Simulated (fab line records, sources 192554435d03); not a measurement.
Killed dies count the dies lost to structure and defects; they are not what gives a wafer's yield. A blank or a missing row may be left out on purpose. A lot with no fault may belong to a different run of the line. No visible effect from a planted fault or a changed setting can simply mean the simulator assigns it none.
A struck lot beside a sound one | flow n5-finfet | 41 steps out of a route of 1938
Sound: the wafers L598.1, L598.2, L598.4. Struck: wafer L605.3 (L605.4, L605.5, from the same lot, were not struck and are left out); the cause is given at the end.
For every step that has rows: the tool of each side, followed by ch and its chambers, followed by its first start. Under that, the readings that differ: sound wafers | struck wafers | difference of the means | sigmas: that difference in standard deviations of wafers without a fault.
alike: a reading whose means differ by less than 2 such deviations, as well as words and numbers matching on both sides. not compared: withheld readings; readings where some wafer has no value; bounds like >300 that might hide an equal value; numbers whose values overlap and for which the record gives no deviation.
The two part at a step that has a row with sigmas, a row that says differs or no value, or rows on one side only. Numbers that have no deviation but don't overlap get no sigmas and don't part them. A reading missing from all wafers of one side parts the sides only when that side holds two or more wafers.

first, 10 steps without rows for these wafers: N5_HKMG_FIN_CMP_23 (polishes, stops on SiNx, t overpolish 10 s, target thk 46.326 nm); N5_HKMG_FIN_CMP_94 (polishes, stops on SiNx, t overpolish 4.7 s, target thk 43.299 nm); N5_GATE_CUT_ETCHBACK_00 (etches W in SF6/Cl2); N5_GATE_CUT_ETCH_56 (etches TiN in Cl2/Ar, target depth 21.6 nm); N5_GATE_CUT_ETCHBACK_30 (etches TiN in Cl2/Ar, target depth 3 nm); N5_GATE_CUT_VAPOR_ETCH_60 (etches HfO2 in BCl3/Cl2); N5_GATE_CUT_ETCH_58 (etches SiNx in CH3F/O2, target depth 17 nm, time 128.6 s); N5_GATE_CUT_STRIP_59 (strips in N2/H2, time 20 s); N5_GATE_CUT_PRECLEAN_31 (cleans in DIW, time 300 s); N5_GATE_CUT_SRD_32 (time 30 s).
N5_GATE_CUT_SAC_CAP_01: material SiNx, target thk 24 nm, pulse time 1 s, ald cycles 480.
  sound on ald-sin-03 ch 0,2,3, day 6 16:06; struck on ald-sin-03 ch 3, day 8 11:25
  reading                                       | sound       | struck | difference | sigmas
  ald-cycles                                    | 480 480 480 | 852    | +372       |
  model.SiNx_of_GATE_CUT_SAC_CAP_01.thk-nm (nm) | 24.2 24 24  | 42.6   | +18.5      |
  alike: chamber-pressure-Torr, heater-power-w, precursor-pulse-height-rel
then, 21 steps without rows for these wafers: N5_GATE_CUT_PECVD_57 (deposits SiNx from SiH4/NH3/N2, target thk 21 nm); N5_GATE_CUT_CMP_02 (polishes, stops on SiO2, t overpolish 12.7 s, target thk 0 nm); N5_GATE_CUT_HM_DEP_46 (deposits SiO2 from TEOS/O2, target thk 130 nm, time 26.6 s); N5_GATE_CUT_COAT_34 (time 60 s, resist thk 60 nm); N5_GATE_CUT_COAT_35 (time 60 s, resist thk 10 nm); N5_GATE_CUT_COAT_27 (time 60 s, resist thk 10 nm); N5_GATE_CUT_COAT_07 (resist thk 30 nm); N5_GATE_CUT_EBR_09; N5_GATE_CUT_SOFTBAKE_08 (time 60 s); N5_GATE_CUT_EXPOSE_10 (exposes mask GATE CUT, target cd 20 nm); N5_GATE_CUT_PEB_11 (peb time 60 s); N5_GATE_CUT_DEVELOP_12 (develop time 30 s); N5_GATE_CUT_DESCUM_18 (chemistry O2, time 7 s); N5_GATE_CUT_ETCH_28 (etches underlayer in N2/H2, target depth 13 nm, time 10.4 s); N5_GATE_CUT_ETCH_36 (etches SiARC in CF4, target depth 13 nm, time 21.7 s); N5_GATE_CUT_ETCH_37 (etches SOC in N2/H2, target depth 60 nm, overetch 12 nm, time 90 s); N5_GATE_CUT_STRIP_38 (strips in N2/H2); N5_GATE_CUT_STRIP_39 (strips in N2/H2); N5_GATE_CUT_HM_OPEN_40 (chemistry C4F6/O2, target SiO2, target depth 139 nm, time 85.1 s); N5_GATE_CUT_STRIP_41 (strips in CF4); N5_GATE_CUT_STRIP_42 (strips in O2).
N5_GATE_CUT_ETCH_19: etches SiNx in CH3F/O2, target depth 53.7 nm, time 76.7 s.
  sound on rie-diel-05 ch 0,1,2, day 7 00:01; struck on rie-diel-05 ch 1, day 8 15:27
  reading               | sound          | struck | difference | sigmas
  etch-rf-on-time-s (s) | 76.3 76.0 77.3 | 70.7   | -5.8       | -4
  alike: drypump-motor-current-A, oes-product-au, rf-fwd-power-W, rf-vpp-V, showerhead-plenum-p-Torr, throttle-valve-pct
  not compared: rf-hours-counter-h
then, 3 steps without rows for these wafers: N5_GATE_CUT_CUT_ETCH_53 (etches W in SF6/Cl2, target depth 79.2 nm); N5_GATE_CUT_CUT_ETCH_54 (etches TiN in Cl2/BCl3, target depth 96.7 nm); N5_GATE_CUT_CUT_ETCH_55 (etches HfO2 in BCl3, target depth 3.2 nm).
N5_MOL_CONTACT_COAG_CMP_28: polishes, stops on SiNx, t overpolish 0.85 s, target thk 14.522 nm.
  sound on cmp-01 ch 0,1,2, day 7 11:16; struck on cmp-03 ch 0, day 9 03:30
  reading                                       | sound      | struck | difference | sigmas
  model.SiNx_of_GATE_CUT_SAC_CAP_01.thk-nm (nm) | 18 17.8 18 | 31.8   | +13.9      |
  alike: motor-current-A, slurry-flow-ml-min, time-to-endpoint-s
N5_MOL_CONTACT_COAG_THK_MEAS_29:
  struck on film-metro-02, day 9 03:47; sound on film-metro-01, day 7 11:34
  reading         | sound             | struck | difference | sigmas
  MD_CAP_THK (nm) | 18.06 17.86 17.94 | 31.85  | +13.90     | +99 or more
N5_MOL_CONTACT_COAG_ETCH_47: etches SiNx in CH3F/O2, stops on W, target depth 27 nm.
  sound on rie-diel-06 ch 0,2, day 7 13:28; struck on rie-diel-03 ch 3, day 9 05:32
  reading                                      | sound             | struck | difference | sigmas
  etch-rf-on-time-s (s)                        | 31.1 30.2 30.2    | 50.8   | +20.3      | +32
  rf-vpp-V (V)                                 | 294 309 310       | 286    | -18        | -3
  model.etch.t-clear-s (s)                     | 25.89 25.16 25.15 | 46.06  | +20.66     |
  model.MOL_CONTACT_COAG.feature-depth-nm (nm) | 18.6 18.6 18.6    | 32.8   | +14.2      |
  model.etch.depth-nm (nm)                     | 18.06 17.89 17.98 | 31.84  | +13.86     |
  alike: drypump-motor-current-A, oes-product-au, rf-fwd-power-W, showerhead-plenum-p-Torr, throttle-valve-pct
  not compared: rf-hours-counter-h
N5_MOL_CONTACT_COAG_CMP_52: polishes, stops on SiO2, t overpolish 1.5 s, target thk 66.5 nm.
  sound on cmp-03 ch 0,1,2, day 7 15:44; struck on cmp-03 ch 0, day 9 08:11
  reading                                             | sound             | struck | difference | sigmas
  slurry-flow-ml-min                                  | 150.0 149.9 150.3 | 150.9  | +0.8       | +2
  model.SiO2_of_MOL_CONTACT_COAG_PECVD_31.thk-nm (nm) | 44 44.4 45.4      | 42     | -3         |
  alike: motor-current-A, overpolish-run-s, time-to-endpoint-s
following that, these wafers have no rows for 1 step: N5_PASSIVATION_PROBE_49.

## WHERE THEY PART
Last at N5_MOL_CONTACT_COAG_CMP_52 as far as this record goes, first at N5_GATE_CUT_ETCH_19.

WHY: the cause the simulator had injected
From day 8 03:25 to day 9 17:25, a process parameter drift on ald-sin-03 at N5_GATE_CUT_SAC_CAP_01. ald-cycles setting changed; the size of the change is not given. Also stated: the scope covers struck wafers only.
